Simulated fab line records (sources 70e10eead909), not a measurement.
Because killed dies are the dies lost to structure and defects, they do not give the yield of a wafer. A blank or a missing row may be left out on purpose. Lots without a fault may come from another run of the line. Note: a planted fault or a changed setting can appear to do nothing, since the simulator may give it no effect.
Matching of chambers || flow nandHarc || NHARC_P_BONDPAD_CMP_19 on cmp-03: 4 sister chambers
The step polishes, t overpolish 30 s, cu recess touch 16 s, target thk 160.81 nm. 4 wafers are shown with their chamber, then 9 later ones without.

## WAFERS WITH THEIR CHAMBER
{"wafer": "L080.5", "chamber": 1, "motorCurrentA (A)": 13.5}
{"wafer": "L082.6", "chamber": 2, "motorCurrentA (A)": 10.7}
{"wafer": "L085.1", "chamber": 3, "motorCurrentA (A)": 10.8}
{"wafer": "L085.6", "chamber": 0, "motorCurrentA (A)": 14.3}

## WAFERS MISSING THEIR CHAMBER
{"wafer": "L090.1", "motorCurrentA (A)": 10.1}
{"wafer": "L090.2", "motorCurrentA (A)": 10.8}
{"wafer": "L090.5", "motorCurrentA (A)": 13.9}
{"wafer": "L093.1", "motorCurrentA (A)": 11.1}
{"wafer": "L093.3", "motorCurrentA (A)": 11.2}
{"wafer": "L093.5", "motorCurrentA (A)": 10.1}
{"wafer": "L096.1", "motorCurrentA (A)": 14.0}
{"wafer": "L096.2", "motorCurrentA (A)": 13.6}
{"wafer": "L096.4", "motorCurrentA (A)": 10.8}

## EACH ONE'S CHAMBER
{"wafer": "L090.1", "from the rows above": "can't be placed: 2 or 3", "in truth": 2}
{"wafer": "L090.2", "from the rows above": "can't be placed: 3 or 2", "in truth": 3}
{"wafer": "L090.5", "from the rows above": "can't be placed: 0 or 1", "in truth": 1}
{"wafer": "L093.1", "from the rows above": "can't be placed: 3 or 2", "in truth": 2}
{"wafer": "L093.3", "from the rows above": "can't be placed: 3 or 2", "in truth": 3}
{"wafer": "L093.5", "from the rows above": "can't be placed: 2 or 3", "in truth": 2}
{"wafer": "L096.1", "from the rows above": "can't be placed: 0 or 1", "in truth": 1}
{"wafer": "L096.2", "from the rows above": "can't be placed: 1 or 0", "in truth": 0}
{"wafer": "L096.4", "from the rows above": "can't be placed: 3 or 2", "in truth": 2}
Correctly placed: 0 of 9. From these rows, 9 cannot be placed; in 9 the true chamber is one of the candidates. Wrongly placed: 0.
How it was worked out, from the rows above alone: a wafer's distance from a chamber is the root of the sum, over the readings, of the square of ((its reading less the chamber's mean) divided by the reading's scatter). If the next closest chamber is less than 2 further off than the closest, the wafer can't be placed; otherwise it belongs to the closest. For every chamber, the mean is computed from those of its wafers that are shown. The scatter: with one shown wafer a chamber, the root of the mean of the squares of how far each hidden wafer lies from its nearest shown one.
